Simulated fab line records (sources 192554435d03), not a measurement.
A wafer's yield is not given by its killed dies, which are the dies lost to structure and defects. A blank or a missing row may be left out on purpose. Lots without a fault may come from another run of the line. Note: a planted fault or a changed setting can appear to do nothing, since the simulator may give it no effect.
Matching of chambers / flow n5-finfet / N5_BEOL_M11_DESCUM_16 on rie-diel-02 has 4 sister chambers
The step chemistry O2, time 7.9 s. 4 wafers are shown with their chamber, then 11 later ones without.

## WAFERS, EACH WITH ITS CHAMBER
wafer=L083.6; chamber=2; showerhead-plenum-p-Torr (Torr)=2.02
wafer=L085.1; chamber=0; showerhead-plenum-p-Torr (Torr)=2.15
wafer=L086.1; chamber=3; showerhead-plenum-p-Torr (Torr)=2.03
wafer=L087.1; chamber=1; showerhead-plenum-p-Torr (Torr)=2.13

## WAFERS MISSING THEIR CHAMBER
wafer=L087.5; showerhead-plenum-p-Torr (Torr)=2.03
wafer=L087.6; showerhead-plenum-p-Torr (Torr)=2.02
wafer=L091.2; showerhead-plenum-p-Torr (Torr)=2.14
wafer=L091.3; showerhead-plenum-p-Torr (Torr)=2.02
wafer=L091.5; showerhead-plenum-p-Torr (Torr)=2.02
wafer=L094.3; showerhead-plenum-p-Torr (Torr)=2.13
wafer=L094.4; showerhead-plenum-p-Torr (Torr)=2.02
wafer=L094.6; showerhead-plenum-p-Torr (Torr)=2.02
wafer=L095.1; showerhead-plenum-p-Torr (Torr)=2.14
wafer=L095.5; showerhead-plenum-p-Torr (Torr)=2.02
wafer=L095.6; showerhead-plenum-p-Torr (Torr)=2.14

## EACH ONE'S CHAMBER
wafer=L087.5; from the rows above=can't be placed: 3 or 2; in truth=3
wafer=L087.6; from the rows above=can't be placed: 2 or 3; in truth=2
wafer=L091.2; from the rows above=can't be placed: 0 or 1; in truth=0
wafer=L091.3; from the rows above=can't be placed: 2 or 3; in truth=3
wafer=L091.5; from the rows above=can't be placed: 2 or 3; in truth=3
wafer=L094.3; from the rows above=1; in truth=1
wafer=L094.4; from the rows above=can't be placed: 2 or 3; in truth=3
wafer=L094.6; from the rows above=can't be placed: 2 or 3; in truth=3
wafer=L095.1; from the rows above=can't be placed: 0 or 1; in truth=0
wafer=L095.5; from the rows above=can't be placed: 2 or 3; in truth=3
wafer=L095.6; from the rows above=can't be placed: 0 or 1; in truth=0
1 of 11 placed correctly. Not placeable from these rows: 10 (in 10, the candidates include the true chamber). 0 placed wrongly.
How it was worked out, from the rows above alone: a wafer's distance from a chamber is the root of the sum, over the readings, of the square of ((its reading less the chamber's mean) divided by the reading's scatter). The wafer belongs to the nearest chamber; if the next one is less than 2 further off, it can't be placed. A chamber's mean is the mean of its shown wafers. The scatter: with one shown wafer a chamber, the root of the mean of the squares of how far each hidden wafer lies from its nearest shown one.
